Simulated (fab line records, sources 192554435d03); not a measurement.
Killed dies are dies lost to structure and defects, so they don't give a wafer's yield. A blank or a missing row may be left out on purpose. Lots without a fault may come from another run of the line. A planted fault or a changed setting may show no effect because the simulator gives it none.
fab line records | flow n5_finfet | part 1 of 2: steps 1 to 4 of 6
record lots=20 wafers=60 last_day=18
route steps=1938 shown BEOL_M13@1670 BEOL_M15@1787 PASS1_DEP@1831
lots that met no fault: from a run of the same line without faults
start_h: hours from the record's first day to the start of the lot's first wafer shown | wait_h: hours since the lot's step before | " the same as in the row above | L1.1+2: a row that stands for several wafers | - no value, or no start given | * or withheld: withheld | < > ~ a bound
route shown NAME@n: a module of which the file shows steps, and the number in the route of the first | usual: mean/standard deviation of fault-free wafers | same: alike in all rows | chamber/n: place in a boat | sites: the reading at each site | _std_site: their standard deviation | _edge_site: outer sites' mean less inner sites' | radius_mm: how far each site lies from the wafer's centre | mask NAME#n: copy n | behind: the tool/chamber that last shaped the wafer | hold: why the lot was held/for how many hours/how that ended | device: the transistor (n, p or np) that didn't switch | end of line: the same wafers' tests at the end of the route | a step without rows: its recipe alone | killed: dies lost to structure and defects at the first sort, not the wafer's yield | map: a wafer's dies, x killed, . not, _ none there
set.NAME: the setting as run; set.NAME@STEP: as run at that earlier step | model.NAME: the simulator's own value behind a step, which no gauge read
steps of the route over a sample of lots; a table a step, a row a wafer
services: from which hour (start_h, from the record's first day; less than 0 if before it) a tool's chamber was out of use, for how many hours, and why
## steps
# step N5_BEOL_M13_OVL_MEAS_11
# recipe points_per_wafer=44
# usual V12_OVL=1/5.2
# columns lot.wafer tool chamber start_h wait_h V12_OVL[nm]
L074.2 overlay-02 0 232.11 0.0 7
L074.3 " 0 " " 2
L074.4 " 0 " " 12
L076.1 overlay-01 0 242.58 0.0 -2
L076.2 " 0 " " -3
L076.5 " 0 " " 1
L077.3 overlay-01 0 251.90 0.0 -4
L077.4 " 0 " " -6
L077.6 " 0 " " -6
L078.4 overlay-01 0 268.14 0.0 2
L078.5 " 0 " " 0
L078.6 " 0 " " 0
L079.2 overlay-01 0 268.35 0.0 -1
L079.3 " 0 " " -1
L079.6 " 0 " " 5
L080.1 overlay-02 0 279.55 0.0 1
L080.3 " 0 " " 1
L080.4 " 0 " " -2
L082.2 overlay-02 0 281.52 0.0 7
L082.4 " 0 " " 8
L082.5 " 0 " " -1
L081.1 overlay-01 0 285.33 0.0 -5
L081.2 " 0 " " 1
L081.6 " 0 " " 5
L084.1 overlay-02 0 287.60 0.0 -2
L084.5 " 0 " " 4
L084.6 " 0 " " -8
L083.3 overlay-01 0 292.97 0.0 1
L083.4 " 0 " " 5
L083.5 " 0 " " 4
L085.2 overlay-01 0 301.54 0.0 4
L085.4 " 0 " " -2
L085.5 " 0 " " 2
L086.2 overlay-02 0 312.71 0.0 -2
L086.3 " 0 " " 3
L086.6 " 0 " " 1
L088.1 overlay-02 0 333.98 0.0 4
L088.4 " 0 " " 4
L088.5 " 0 " " -1
L090.2 overlay-02 0 334.37 0.0 5
L090.3 " 0 " " -5
L090.5 " 0 " " 8
L091.1 overlay-02 0 339.49 0.0 1
L091.4 " 0 " " 0
L091.5 " 0 " " -5
L089.2 overlay-01 0 345.00 0.0 0
L089.3 " 0 " " -3
L089.6 " 0 " " -4
L094.1 overlay-02 0 363.40 0.0 -2
L094.4 " 0 " " 12
L094.5 " 0 " " 7
L093.3 overlay-01 0 363.50 0.0 -5
L093.5 " 0 " " 6
L093.6 " 0 " " 2
L096.1 overlay-02 0 385.22 0.0 -1
L096.2 " 0 " " -1
L096.4 " 0 " " -4
L097.2 overlay-01 0 391.41 0.0 1
L097.4 " 0 " " 8
L097.5 " 0 " " 4
# step N5_BEOL_M13_ETCH_59
# recipe chemistry=N2/H2 target=BARC target_depth_a=890 overetch_a=267 time_s=67.9 ion_energy_ev=200 pressure_mtorr=30 source_w=840 bias_w=150 n2_flow_sccm=200 h2_flow_sccm=200
# usual drypump_motor_current_A=5.9/0.34 h2_flow_sccm=199.9/0.57 oes_product_au=0.69/0.077 rf_vpp_V=524.0/1.6 showerhead_plenum_p_Torr=2.55/0.051 throttle_valve_pct=17.8/0.3
# columns lot.wafer tool chamber start_h wait_h drypump_motor_current_A h2_flow_sccm oes_product_au rf_hours_counter_h rf_vpp_V showerhead_plenum_p_Torr throttle_valve_pct
L074.2 rie_diel-01 0 232.34 0.0 6.3 200.2 0.82 5 525.3 2.60 17.4
L074.3 " 1 " " 6.0 200.5 0.57 249 523.8 2.50 17.9
L074.4 " 3 " " 5.8 200.1 0.67 131 520.3 2.45 18.1
L076.1 rie_diel-01 3 242.67 0.0 5.8 199.5 0.67 134 519.9 2.45 18.2
L076.2 " 2 " " 5.5 199.4 0.58 235 525.6 2.61 18.3
L076.5 " 2 " " 5.5 199.4 0.58 - 525.5 2.61 18.3
L077.3 rie_diel-01 2 251.99 0.0 5.5 199.6 0.58 238 525.0 2.61 18.3
L077.4 " 0 " " 6.3 200.3 0.80 - 524.6 2.59 17.4
L077.6 " 3 " " 5.8 201.1 0.66 - 521.3 2.45 18.2
L078.4 rie_diel-02 1 268.23 0.0 6.4 199.6 0.62 201 523.0 2.52 18.3
L078.5 " 3 " " 5.7 200.2 0.62 - 523.3 2.53 17.7
L078.6 " 2 " " 6.3 199.2 0.76 - 525.5 2.59 17.8
L079.2 rie_diel-01 0 268.50 0.0 6.3 200.2 0.79 17 525.8 2.59 17.4
L079.3 " 1 " " 5.9 199.9 0.82 5 522.3 2.50 17.5
L079.6 " 0 " " 6.3 199.7 0.79 - 525.3 2.59 17.4
L080.1 rie_diel-02 2 279.67 0.0 6.3 199.7 0.75 37 525.8 2.58 17.8
L080.3 " 3 " " 5.7 199.0 0.62 176 522.6 2.53 17.7
L080.4 " 1 " " 6.4 199.1 0.60 205 522.7 2.52 18.3
L082.2 rie_diel-05 2 281.61 0.0 5.5 199.1 0.66 91 524.8 2.57 17.8
L082.4 " 3 " " 6.0 199.8 0.60 250 527.2 2.62 18.0
L082.5 " 0 " " 6.1 199.6 0.71 - 525.7 2.58 18.0
L081.1 rie_diel-01 0 285.42 0.0 6.3 200.0 0.79 22 525.0 2.59 17.4
L081.2 " 1 " " 5.9 199.7 0.80 10 521.8 2.50 17.5
L081.6 " 2 " " 5.5 198.7 0.57 - 524.2 2.61 18.3
L084.1 rie_diel-02 2 287.94 0.0 6.3 200.1 0.75 41 525.4 2.58 17.8
L084.5 " 0 " " 5.5 200.0 0.65 - 523.2 2.56 17.9
L084.6 " 3 " " 5.7 199.2 0.62 - 522.4 2.53 17.7
L083.3 rie_diel-01 0 293.06 0.0 6.3 200.5 0.78 25 525.9 2.59 17.4
L083.4 " 3 " " 5.8 200.5 0.65 - 521.4 2.44 18.2
L083.5 " 0 " " 6.3 199.8 0.77 - 525.3 2.59 17.4
L085.2 rie_diel-05 2 301.63 0.0 5.5 200.0 0.67 99 524.4 2.57 17.9
L085.4 " 0 " " 6.1 199.1 0.70 80 524.3 2.57 18.0
L085.5 " 3 " " 6.0 198.9 0.81 - 526.0 2.62 17.6
L086.2 rie_diel-05 0 312.87 0.0 6.1 200.0 0.69 84 523.3 2.57 18.0
L086.3 " 3 " " 6.1 200.0 0.80 5 525.5 2.61 17.6
L086.6 " 2 " " 5.5 200.6 0.67 - 523.4 2.57 17.9
L088.1 rie_diel-02 2 334.07 0.0 6.3 199.7 0.74 53 525.0 2.58 17.8
L088.4 " 0 " " 5.4 200.3 0.64 127 522.6 2.56 17.9
L088.5 " 3 " " 5.7 200.3 0.61 - 523.1 2.53 17.8
L090.2 rie_diel-02 0 334.58 0.0 5.5 200.2 0.65 127 524.4 2.56 17.9
L090.3 " 1 " " 6.4 200.6 0.60 221 522.4 2.51 18.3
L090.5 " 3 " " 5.7 200.2 0.61 - 524.3 2.53 17.8
L091.1 rie_diel-02 1 339.58 0.0 6.4 200.1 0.60 223 523.4 2.51 18.3
L091.4 " 3 " " 5.6 200.9 0.61 194 523.8 2.53 17.8
L091.5 " 2 " " 6.3 199.5 0.73 - 525.5 2.58 17.9
L089.2 rie_diel-02 3 345.09 0.0 5.6 200.4 0.61 195 523.4 2.53 17.8
L089.3 " 2 " " 6.3 200.1 0.73 57 524.2 2.58 17.9
L089.6 " 0 " " 5.5 200.7 0.65 - 522.9 2.56 17.9
L094.1 rie_diel-05 2 364.05 0.0 5.5 200.3 0.66 117 523.8 2.56 17.9
L094.4 " 0 " " 6.1 200.3 0.68 96 524.3 2.57 18.1
L094.5 " 3 " " 6.0 199.7 0.76 - 524.1 2.61 17.6
L093.3 rie_diel-01 1 364.13 0.0 5.9 199.9 0.74 34 521.9 2.49 17.6
L093.5 " 3 " " 5.8 200.0 0.64 - 520.9 2.43 18.2
L093.6 " 2 " " 5.5 199.6 0.81 - 525.7 2.60 17.9
L096.1 rie_diel-01 2 385.31 0.0 5.5 200.7 0.78 23 525.6 2.60 17.9
L096.2 " 1 " " 5.9 200.3 0.75 39 524.0 2.49 17.6
L096.4 " 0 " " 6.3 199.7 0.74 - 524.3 2.58 17.4
L097.2 rie_diel-02 3 392.62 0.0 5.7 200.9 0.60 210 524.1 2.52 17.8
L097.4 " 2 " " 6.3 200.7 0.71 70 524.6 2.57 17.9
L097.5 " 1 " " 6.4 200.4 0.59 - 521.6 2.51 18.4
# step N5_BEOL_M13_ETCH_67
# recipe chemistry=CF4 target=SiARC target_depth_a=1430 time_s=238.3 ion_energy_ev=80 pressure_mtorr=40 source_w=545 bias_w=36 Ar_flow_sccm=100 cf4_flow_sccm=100 ends=cleared
# usual drypump_motor_current_A=5.9/0.33 etch_rf_on_time_s=236/3.7 oes_product_au=0.69/0.072 rf_vpp_V=184.1/0.92 showerhead_plenum_p_Torr=2.15/0.034 throttle_valve_pct=15.57/0.25
# columns lot.wafer tool chamber start_h wait_h drypump_motor_current_A etch_rf_on_time_s oes_product_au rf_hours_counter_h rf_vpp_V showerhead_plenum_p_Torr throttle_valve_pct
L074.2 rie_diel-05 1 233.44 0.0 5.8 239 0.73 52 183.5 2.18 15.28
L074.3 " 3 " " 6.0 239 0.59 237 184.8 2.19 15.67
L074.4 " 0 " " 6.1 228 0.74 58 183.7 2.17 15.70
L076.1 rie_diel-02 1 243.62 0.0 6.4 233 0.62 193 185.1 2.13 15.91
L076.2 " 0 " " 5.4 235 0.67 99 183.6 2.16 15.58
L076.5 " 1 " " 6.4 233 0.62 - 184.3 2.13 15.90
L077.3 rie_diel-02 2 252.94 0.0 6.3 226 0.78 29 185.5 2.18 15.63
L077.4 " 0 " " 5.4 234 0.67 102 183.7 2.16 15.57
L077.6 " 1 " " 6.3 230 0.62 - 182.6 2.13 15.91
L078.4 rie_diel-05 2 269.17 0.0 5.5 237 0.67 88 183.3 2.16 15.50
L078.5 " 1 " " 5.9 239 0.72 - 184.9 2.17 15.30
L078.6 " 0 " " 6.1 232 0.72 - 183.7 2.17 15.72
L079.2 rie_diel-01 3 269.62 0.0 5.8 239 0.66 144 182.4 2.06 15.92
L079.3 " 2 " " 5.5 241 0.57 244 184.2 2.20 16.03
L079.6 " 0 " " 6.3 240 0.79 - 184.7 2.19 15.16
L080.1 rie_diel-01 1 280.82 0.0 5.9 237 0.80 8 184.1 2.11 15.29
L080.3 " 0 " " 6.3 238 0.79 20 183.8 2.19 15.16
L080.4 " 3 " " 5.8 238 0.65 147 181.9 2.06 15.90
L082.2 rie_diel-02 0 282.72 0.0 5.4 238 0.66 112 184.9 2.16 15.61
L082.4 " 3 " " 5.6 240 0.61 177 183.3 2.14 15.48
L082.5 " 3 " " 5.7 242 0.61 - 182.6 2.14 15.48
L081.1 rie_diel-01 3 286.54 0.0 5.8 235 0.65 148 183.1 2.06 15.88
L081.2 " 2 " " 5.5 238 0.57 249 185.4 2.20 16.00
L081.6 " 0 " " 6.3 238 0.78 - 184.5 2.19 15.16
L084.1 rie_diel-05 1 289.03 0.0 5.9 240 0.71 69 185.5 2.17 15.31
L084.5 " 1 " " 5.9 240 0.72 - 184.6 2.17 15.31
L084.6 " 2 " " 5.5 241 0.66 - 185.4 2.15 15.50
L083.3 rie_diel-05 0 294.00 0.0 6.1 232 0.71 78 185.5 2.17 15.75
L083.4 " 2 " " 5.5 238 0.68 - 184.5 2.15 15.51
L083.5 " 0 " " 6.1 229 0.72 - 184.4 2.17 15.74
L085.2 rie_diel-05 1 302.71 0.0 5.9 235 0.72 74 186.7 2.17 15.32
L085.4 " 3 " " 6.0 235 0.82 1 184.4 2.19 15.18
L085.5 " 3 " " 6.0 236 0.82 - 183.7 2.19 15.20
L086.2 rie_diel-05 3 314.11 0.0 6.0 238 0.80 6 184.5 2.19 15.19
L086.3 " 0 " " 6.1 232 0.71 85 184.9 2.17 15.75
L086.6 " 2 " " 5.5 239 0.66 - 186.3 2.15 15.54
L088.1 rie_diel-01 2 335.17 0.0 5.5 235 0.83 7 185.8 2.19 15.55
L088.4 " 1 " " 5.9 235 0.77 26 182.8 2.10 15.35
L088.5 " 0 " " 6.3 236 0.77 - 184.6 2.18 15.19
L090.2 rie_diel-02 2 335.65 0.0 6.3 230 0.74 54 183.2 2.17 15.66
L090.3 " 1 " " 6.4 237 0.60 222 183.0 2.12 15.96
L090.5 " 2 " " 6.3 232 0.74 - 184.9 2.17 15.67
L091.1 rie_diel-02 3 340.56 0.0 5.6 242 0.60 194 184.4 2.13 15.53
L091.4 " 0 " " 5.4 240 0.65 129 184.2 2.15 15.64
L091.5 " 1 " " 6.3 238 0.60 - 183.3 2.12 15.96
L089.2 rie_diel-02 1 346.04 0.0 6.4 233 0.60 225 183.7 2.12 15.97
L089.3 " 0 " " 5.4 239 0.64 130 182.8 2.15 15.63
L089.6 " 2 " " 6.3 231 0.75 - 183.8 2.17 15.67
L094.1 rie_diel-02 0 364.99 0.0 5.4 237 0.65 136 184.6 2.15 15.63
L094.4 " 0 " " 5.4 236 0.64 - 185.2 2.15 15.65
L094.5 " 3 " " 5.7 241 0.59 - 183.6 2.13 15.51
L093.3 rie_diel-05 2 365.08 0.0 5.5 238 0.65 117 184.4 2.15 15.55
L093.5 " 1 " " 5.9 237 0.70 - 185.2 2.16 15.35
L093.6 " 0 " " 6.1 231 0.70 - 184.4 2.16 15.78
L096.1 rie_diel-02 1 386.39 0.0 6.4 230 0.60 237 183.1 2.11 16.00
L096.2 " 3 " " 5.6 243 0.59 207 184.1 2.13 15.53
L096.4 " 0 " " 5.4 236 0.64 142 183.9 2.15 15.68
L097.2 rie_diel-02 0 394.06 0.0 5.4 237 0.65 146 183.7 2.14 15.68
L097.4 " 1 " " 6.3 231 0.60 241 185.2 2.11 16.00
L097.5 " 1 " " 6.3 234 0.60 - 183.6 2.11 16.01
# step N5_BEOL_M13_ETCH_68
# recipe chemistry=N2/H2 target=SOC mask_material=SiARC source_w=3000 bias_w=350 temp_c=40 time_s=355 ion_energy_ev=200 pressure_mtorr=30 n2_flow_sccm=200 h2_flow_sccm=200
# usual drypump_motor_current_A=5.9/0.33 h2_flow_sccm=200.0/0.53 oes_product_au=0.81/0.084 rf_vpp_V=524.3/1.5 showerhead_plenum_p_Torr=2.55/0.044 throttle_valve_pct=17.73/0.27
# columns lot.wafer tool chamber start_h wait_h drypump_motor_current_A h2_flow_sccm oes_product_au rf_hours_counter_h rf_vpp_V showerhead_plenum_p_Torr throttle_valve_pct
L074.2 rie_diel-05 1 233.58 0.1 5.9 200.6 0.86 52 523.8 2.58 17.34
L074.3 " 3 " " 6.0 200.5 0.69 238 525.9 2.62 17.87
L074.4 " 0 " " 6.1 200.4 0.85 58 526.7 2.58 17.88
L076.1 rie_diel-02 1 243.76 0.1 6.4 200.7 0.74 193 523.1 2.53 18.14
L076.2 " 0 " " 5.4 200.2 0.78 99 526.2 2.57 17.76
L076.5 " 1 " " 6.4 199.7 0.73 - 522.7 2.53 18.15
L077.3 rie_diel-02 2 253.09 0.1 6.3 200.0 0.90 29 525.4 2.59 17.67
L077.4 " 0 " " 5.4 199.6 0.78 102 525.5 2.57 17.76
L077.6 " 1 " " 6.4 199.5 0.72 - 523.0 2.53 18.16
L078.4 rie_diel-05 2 269.32 0.1 5.5 200.0 0.79 88 524.5 2.57 17.71
L078.5 " 1 " " 5.9 199.5 0.85 - 525.0 2.57 17.35
L078.6 " 0 " " 6.1 199.5 0.84 - 525.1 2.58 17.89
L079.2 rie_diel-01 3 269.77 0.1 5.8 200.4 0.76 144 519.0 2.45 18.08
L079.3 " 2 " " 5.5 199.2 0.66 244 525.7 2.61 18.16
L079.6 " 0 " " 6.3 199.4 0.93 - 526.8 2.59 17.27
L080.1 rie_diel-01 1 280.97 0.1 5.9 198.9 0.95 8 523.0 2.50 17.42
L080.3 " 0 " " 6.3 199.5 0.92 21 527.2 2.59 17.26
L080.4 " 3 " " 5.8 200.6 0.76 147 521.2 2.44 18.09
L082.2 rie_diel-02 0 282.86 0.1 5.4 199.1 0.78 112 524.3 2.56 17.80
L082.4 " 3 " " 5.7 200.0 0.73 177 522.7 2.53 17.61
L082.5 " 3 " " 5.7 200.1 0.71 - 523.1 2.53 17.63
L081.1 rie_diel-01 3 286.69 0.1 5.8 199.7 0.77 148 521.8 2.44 18.08
L081.2 " 2 " " 5.5 201.4 0.66 249 525.4 2.61 18.17
L081.6 " 0 " " 6.3 199.9 0.92 - 524.8 2.59 17.28
L084.1 rie_diel-05 1 289.18 0.1 5.9 200.2 0.84 69 524.5 2.57 17.36
L084.5 " 1 " " 5.9 199.8 0.83 - 524.7 2.57 17.37
L084.6 " 2 " " 5.5 199.4 0.79 - 524.9 2.57 17.73
L083.3 rie_diel-05 0 294.15 0.1 6.1 199.7 0.84 78 526.0 2.57 17.92
L083.4 " 2 " " 5.5 200.3 0.79 - 523.9 2.57 17.73
L083.5 " 0 " " 6.1 200.8 0.83 - 523.2 2.57 17.92
L085.2 rie_diel-05 1 302.85 0.1 5.9 199.7 0.83 74 525.6 2.57 17.37
L085.4 " 3 " " 6.0 199.8 0.96 2 526.0 2.62 17.46
L085.5 " 3 " " 6.0 199.9 0.95 - 524.4 2.62 17.48
L086.2 rie_diel-05 3 314.26 0.1 6.0 200.1 0.94 6 525.1 2.61 17.47
L086.3 " 0 " " 6.1 200.4 0.83 85 524.4 2.57 17.93
L086.6 " 2 " " 5.5 200.1 0.78 - 525.1 2.57 17.75
L088.1 rie_diel-01 2 335.31 0.1 5.5 199.4 0.97 7 526.8 2.60 17.73
L088.4 " 1 " " 5.9 199.8 0.90 26 523.8 2.49 17.45
L088.5 " 0 " " 6.3 200.1 0.89 - 524.6 2.58 17.30
L090.2 rie_diel-02 2 335.80 0.1 6.3 199.7 0.86 54 525.5 2.58 17.73
L090.3 " 1 " " 6.4 200.2 0.70 222 523.1 2.51 18.20
L090.5 " 2 " " 6.3 200.8 0.86 - 524.0 2.58 17.73
L091.1 rie_diel-02 3 340.71 0.1 5.7 200.1 0.69 194 522.8 2.53 17.66
L091.4 " 0 " " 5.5 199.5 0.75 129 523.9 2.56 17.83
L091.5 " 1 " " 6.4 199.5 0.70 - 522.5 2.51 18.21
L089.2 rie_diel-02 1 346.18 0.1 6.3 199.5 0.69 225 524.0 2.51 18.21
L089.3 " 0 " " 5.4 200.1 0.75 130 523.4 2.56 17.84
L089.6 " 2 " " 6.3 199.8 0.87 - 524.5 2.57 17.74
L094.1 rie_diel-02 0 365.14 0.1 5.4 200.5 0.75 136 523.7 2.55 17.85
L094.4 " 0 " " 5.4 199.8 0.75 - 524.7 2.55 17.85
L094.5 " 3 " " 5.7 199.9 0.70 - 524.7 2.52 17.69
L093.3 rie_diel-05 2 365.22 0.1 5.5 200.5 0.77 117 524.7 2.56 17.76
L093.5 " 1 " " 5.9 199.7 0.81 - 523.9 2.56 17.42
L093.6 " 0 " " 6.1 200.4 0.80 - 524.4 2.57 17.95
L096.1 rie_diel-02 1 386.53 0.1 6.4 200.5 0.70 237 521.7 2.51 18.24
L096.2 " 3 " " 5.7 199.3 0.69 207 523.0 2.52 17.70
L096.4 " 0 " " 5.4 200.2 0.74 142 525.0 2.55 17.86
L097.2 rie_diel-02 0 394.21 0.1 5.4 200.7 0.73 146 525.1 2.55 17.86
L097.4 " 1 " " 6.4 199.9 0.69 241 522.5 2.51 18.23
L097.5 " 1 " " 6.4 199.8 0.69 - 522.6 2.51 18.23
